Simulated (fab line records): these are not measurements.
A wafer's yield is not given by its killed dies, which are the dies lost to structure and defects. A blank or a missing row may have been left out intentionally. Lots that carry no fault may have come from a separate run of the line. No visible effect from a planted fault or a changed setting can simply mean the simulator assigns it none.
Chamber matching :: flow nand harc :: NHARC_A_STAIRCASE_TRIM_229 on rie diel-07: 4 sister chambers
The step chemistry O2, time 211.2 s. 4 wafers are shown with their chamber, then 7 later ones without.

WAFERS, EACH WITH ITS CHAMBER
wafer: L080.4
chamber: 1
showerhead plenum p Torr (Torr): 3.30

wafer: L089.4
chamber: 3
showerhead plenum p Torr (Torr): 3.70

wafer: L092.1
chamber: 2
showerhead plenum p Torr (Torr): 3.61

wafer: L092.3
chamber: 0
showerhead plenum p Torr (Torr): 3.73

WAFERS MISSING THEIR CHAMBER
wafer: L092.6
showerhead plenum p Torr (Torr): 3.61

wafer: L094.1
showerhead plenum p Torr (Torr): 3.61

wafer: L094.4
showerhead plenum p Torr (Torr): 3.73

wafer: L094.5
showerhead plenum p Torr (Torr): 3.28

wafer: L095.1
showerhead plenum p Torr (Torr): 3.61

wafer: L095.3
showerhead plenum p Torr (Torr): 3.28

wafer: L095.6
showerhead plenum p Torr (Torr): 3.72

EACH ONE'S CHAMBER
wafer: L092.6
from the rows above: 2
in truth: 2

wafer: L094.1
from the rows above: 2
in truth: 2

wafer: L094.4
from the rows above: 0
in truth: 0

wafer: L094.5
from the rows above: 1
in truth: 1

wafer: L095.1
from the rows above: 2
in truth: 2

wafer: L095.3
from the rows above: 1
in truth: 1

wafer: L095.6
from the rows above: can't be placed: 0 or 3
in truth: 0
6 of 7 placed correctly. These rows do not allow placing 1 (true chamber among the candidates in 1). Placed wrongly: 0.
How it was worked out, from the rows above alone: a wafer's distance from a chamber is the root of the sum, over the readings, of the square of ((its reading less the chamber's mean) divided by the reading's scatter). The wafer belongs to the nearest chamber; if the next one is less than 2 further off, it can't be placed. Each chamber's mean is taken over the wafers shown for it. The scatter: with one shown wafer a chamber, the root of the mean of the squares of how far each hidden wafer lies from its nearest shown one.
